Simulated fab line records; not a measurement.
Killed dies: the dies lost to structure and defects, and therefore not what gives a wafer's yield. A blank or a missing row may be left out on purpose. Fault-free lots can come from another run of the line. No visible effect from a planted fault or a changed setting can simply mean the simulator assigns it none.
Matching of chambers ; flow nand_harc ; NHARC_A_BONDPAD_CMP_19 on cmp-03: 4 sister chambers
The step polishes, t overpolish 30 s, cu recess touch 16 s, target thk 169.82 nm. 22 wafers are shown with their chamber, then 11 later ones without.

## EACH WAFER AND ITS CHAMBER
wafer;chamber;motor_current_A (A);overpolish_run_s (s)
L076.3;1;11.1;30.009
L076.4;3;12.1;30.019
L076.6;3;12.0;30.023
L075.1;2;12.1;29.989
L075.4;1;10.8;30.004
L075.5;2;11.8;30.003
L074.1;0;11.1;30.007
L074.5;0;11.4;30.003
L074.6;1;11.3;30.005
L079.3;2;11.8;30.012
L079.4;1;11.0;30.009
L079.5;1;11.0;30.012
L077.4;0;12.3;30.005
L077.5;3;12.0;30.009
L077.6;2;11.9;30.006
L080.3;3;12.6;29.995
L080.4;1;11.4;30.001
L080.5;3;11.6;29.999
L090.2;1;11.4;30.024
L090.3;2;11.4;30.014
L090.4;0;11.7;30.008
L092.1;0;12.0;29.995

SIGNATURES (means of the wafers above)
reading;chamber 0;chamber 1;chamber 2;chamber 3;scatter within a chamber
motor_current_A;11.700;11.143;11.800;12.060;0.332
overpolish_run_s;30.00360;30.00914;30.00480;30.00900;0.00891
Rule: for each reading, subtract the chamber's mean from the wafer's reading, divide by that reading's scatter and square the result; add these up over the readings and take the root, which gives the wafer's distance from the chamber. If the next closest chamber is less than 2 further off than the closest, the wafer can't be placed; otherwise it belongs to the closest. The scatter is the square root of a quotient: the sum, over the shown wafers, of each reading's squared deviation from its chamber's mean, divided by wafers minus chambers.

## WAFERS WITH NO CHAMBER GIVEN
wafer;motor_current_A (A);overpolish_run_s (s)
L092.2;12.2;29.989
L092.5;11.7;29.994
L093.2;11.3;30.000
L093.4;10.5;30.007
L093.5;11.3;30.001
L095.3;11.8;30.005
L095.5;11.1;29.991
L095.6;10.9;29.992
L096.1;11.2;30.005
L096.2;11.7;29.998
L096.5;11.0;29.997

## EACH ONE'S CHAMBER
wafer;from the rows above;in truth
L092.2;can't be placed: 2 or 0 or 3 or 1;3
L092.5;can't be placed: 0 or 2 or 3 or 1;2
L093.2;can't be placed: 1 or 0 or 2 or 3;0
L093.4;can't be placed: 1 or 0 or 2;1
L093.5;can't be placed: 1 or 0 or 2 or 3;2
L095.3;can't be placed: 2 or 0 or 3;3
L095.5;can't be placed: 1 or 0 or 2 or 3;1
L095.6;can't be placed: 1 or 0 or 2 or 3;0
L096.1;can't be placed: 1 or 0 or 2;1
L096.2;can't be placed: 0 or 2 or 3 or 1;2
L096.5;can't be placed: 1 or 0 or 2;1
Correct placement for 0 of the 11. From these rows, 11 cannot be placed; in 11 the true chamber is one of the candidates. Placed wrongly: 0.
